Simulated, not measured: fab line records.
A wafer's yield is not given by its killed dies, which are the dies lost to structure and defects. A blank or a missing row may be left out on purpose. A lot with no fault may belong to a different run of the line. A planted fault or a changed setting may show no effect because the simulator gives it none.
Which tool is to blame?    flow nandHarc    41 wafers from 14 lots sampled at 5 of the route's 1302 steps

## WHAT THE GAUGES READ, wafer by wafer
NHARC_A_DECK1_JOINT_THK_MEAS_14: measures by ellipsometry.
lot   measured      on            thkNm (nm)
L286  day 12 08:05  filmMetro-02  52.6 49.8 51.9
L285  day 12 08:05  filmMetro-02  51.1 47.8 50.3
L287  day 12 22:32  filmMetro-02  50.3 48.7 53.5
L284  day 13 21:52  filmMetro-02  51.4 51.8 50.5
L290  day 14 04:40  filmMetro-02  49.2 51.1 48.6
L291  day 14 12:01  filmMetro-02  47.5 49.6 47.1
L292  day 15 04:16  filmMetro-01  50.6 50.5 53.5
L293  day 15 08:06  filmMetro-02  50.7 50.2 51.6
L294  day 16 04:25  filmMetro-02  50.2 50.8 47.5
L296  day 17 08:20  filmMetro-01  51.5 49.7 48.2
L299  day 17 18:38  filmMetro-01  48.7 48.9 49.7
L298  day 17 18:38  filmMetro-02  47.9 50.5 50.8
L303  day 19 23:41  filmMetro-02  51.8 51.5
L306  day 20 13:27  filmMetro-02  49.1 51.1 53.5

NHARC_A_ONON_D2_THK_MEAS_21: measures by ellipsometry.
lot   measured      on            thkNm (nm)
L286  day 13 16:30  filmMetro-02  1002 1002 1002
L285  day 13 16:30  filmMetro-02  1008 1007 1008
L287  day 14 10:40  filmMetro-02  1006 1006 1005
L284  day 15 20:14  filmMetro-01  1006 1003 1003
L290  day 15 20:15  filmMetro-02  1008 1008 1009
L291  day 16 01:04  filmMetro-02  991 991 992
L292  day 16 15:11  filmMetro-01  998 997 996
L293  day 16 15:11  filmMetro-01  997 998 998
L294  day 17 17:16  filmMetro-02  1014 1013 1016
L296  day 18 22:35  filmMetro-02  1003 1002 1003
L299  day 19 02:49  filmMetro-02  1003 1004 1004
L298  day 19 02:49  filmMetro-01  1001 1002 1003
L303  day 21 12:13  filmMetro-02  985 984
L306  day 22 03:49  filmMetro-01  1004 1004 1003

NHARC_A_ONON_D2_THK_MEAS_24: measures by ellipsometry.
lot   measured      on            thkNm (nm)
L286  day 13 17:05  filmMetro-02  1010 1009 1009
L285  day 13 17:04  filmMetro-02  996 996 996
L287  day 14 11:14  filmMetro-02  1006 1008 1006
L284  day 15 20:48  filmMetro-02  1001 1001 1001
L290  day 15 20:49  filmMetro-01  998 999 999
L291  day 16 01:38  filmMetro-01  996 997 999
L292  day 16 15:45  filmMetro-01  1018 1016 1017
L293  day 16 15:45  filmMetro-01  1009 1010 1010
L294  day 17 17:50  filmMetro-01  989 991 989
L296  day 18 23:09  filmMetro-02  1004 1007 1007
L299  day 19 03:23  filmMetro-01  973 972 972
L298  day 19 03:23  filmMetro-02  993 995 993
L303  day 21 12:47  filmMetro-01  1015 816
L306  day 22 04:23  filmMetro-02  997 996 798

## TOOL THAT RAN EACH LOT (tool first, then ch and the chambers of the sampled wafers, then the start)
lot   NHARC_A_DECK1_JOINT_ETCHBACK_07  NHARC_A_ONON_D2_DEP_22
L286  rieSi-02 ch 0,1,3, day 11 21:32  pecvdOnon-02 ch 0, day 13 16:34
L285  rieSi-05 ch 1,2, day 11 21:34    pecvdOnon-04 ch 0, day 13 16:33
L287  rieSi-02 ch 1,2,3, day 12 12:01  pecvdOnon-01 ch 0, day 14 10:47
L284  rieSi-05 ch 0,2,3, day 13 11:19  pecvdOnon-01 ch 0, day 15 20:18
L290  rieSi-06 ch 0,1,2, day 13 18:10  pecvdOnon-04 ch 0, day 15 20:22
L291  rieSi-06 ch 0,1,2, day 14 01:25  pecvdOnon-04 ch 0, day 16 01:08
L292  rieSi-02 ch 1,3, day 14 17:55    pecvdOnon-04 ch 0, day 16 15:14
L293  rieSi-06 ch 0,2,3, day 14 21:33  pecvdOnon-01 ch 0, day 16 15:15
L294  rieSi-02 ch 1,3, day 15 17:50    pecvdOnon-01 ch 0, day 17 17:20
L296  rieSi-02 ch 1,2,3, day 16 20:38  pecvdOnon-01 ch 0, day 18 22:38
L299  rieSi-06 ch 1,3, day 17 08:05    pecvdOnon-01 ch 0, day 19 02:52
L298  rieSi-02 ch 0,1,3, day 17 08:05  pecvdOnon-02 ch 0, day 19 02:52
L303  rieSi-02 ch 0,1, day 19 13:08    pecvdOnon-01 ch 0, day 21 12:16
L306  rieSi-06 ch 0,1,3, day 20 02:19  pecvdOnon-01 ch 0, day 22 03:53
- NHARC_A_DECK1_JOINT_ETCHBACK_07: etches the open film in HBr, target depth 105 nm, time 26.9 s.
- NHARC_A_ONON_D2_DEP_22: target thk 1000 nm.

## WHAT THE TOOLS THEMSELVES READ (means of the sampled wafers that have a number; where no wafer has one, the mark that the record gives instead)
NHARC_A_DECK1_JOINT_ETCHBACK_07.
lot   tool      drypumpMotorCurrentA (A)  oesProductAu (a.u.)  throttleValvePct (%)
L286  rieSi-02  5.5                       1.011                23.269
L285  rieSi-05  5.4                       0.991                23.277
L287  rieSi-02  5.7                       1.025                23.268
L284  rieSi-05  5.3                       1.000                23.265
L290  rieSi-06  5.3                       0.995                23.269
L291  rieSi-06  5.2                       1.009                23.260
L292  rieSi-02  5.8                       1.013                23.257
L293  rieSi-06  5.2                       0.990                23.276
L294  rieSi-02  5.7                       0.997                23.266
L296  rieSi-02  5.7                       0.998                23.273
L299  rieSi-06  5.3                       1.000                23.260
L298  rieSi-02  5.5                       1.012                23.265
L303  rieSi-02  5.2                       1.000                23.270
L306  rieSi-06  5.1                       1.008                23.273

## THE ANSWER, worked out from the rows above alone
Rule: the usual values come from the lots themselves. Put in order of their means at a reading, lots are off if they are a third of the lots or fewer, leave a main group of 4 or more, and stand apart from it by a gap of 3 or more times the standard deviation of the main group's means; of several such gaps the widest counts. Not used: any main group whose means are identical at the precision the tables above print for the reading. Also off: a lot with no number at a reading for which 4 or more lots have one. All remaining lots with rows at the step are treated as sound. Order of review: gauges by route order, followed by the tools' own readings, for which a lot's mean as printed above is used. At the first step where some lot is off, the reading lying furthest off is the one used; lots without a number count as furthest.
Off: L303, L306 (NHARC_A_ONON_D2_THK_MEAS_24, thkNm). For the main group the mean is 1000 nm and the standard deviation 11.
If a tool, at a process step before that reading, ran all the lots that are off and no sound lot after the first of them, it fits. Those tools and the gauges at NHARC_A_ONON_D2_THK_MEAS_24 are tried in the same way. One candidate fits, namely pecvdOnon-01 at NHARC_A_ONON_D2_DEP_22. Its last sound lot is L299 (day 19 02:52), its first lot that is off L303 (day 21 12:16): a fault that began between those two fits.

## WHAT THE SIMULATOR PUT IN
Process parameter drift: pecvdOnon-01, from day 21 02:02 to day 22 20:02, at NHARC_A_ONON_D2_DEP_22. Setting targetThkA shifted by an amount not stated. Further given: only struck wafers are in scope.
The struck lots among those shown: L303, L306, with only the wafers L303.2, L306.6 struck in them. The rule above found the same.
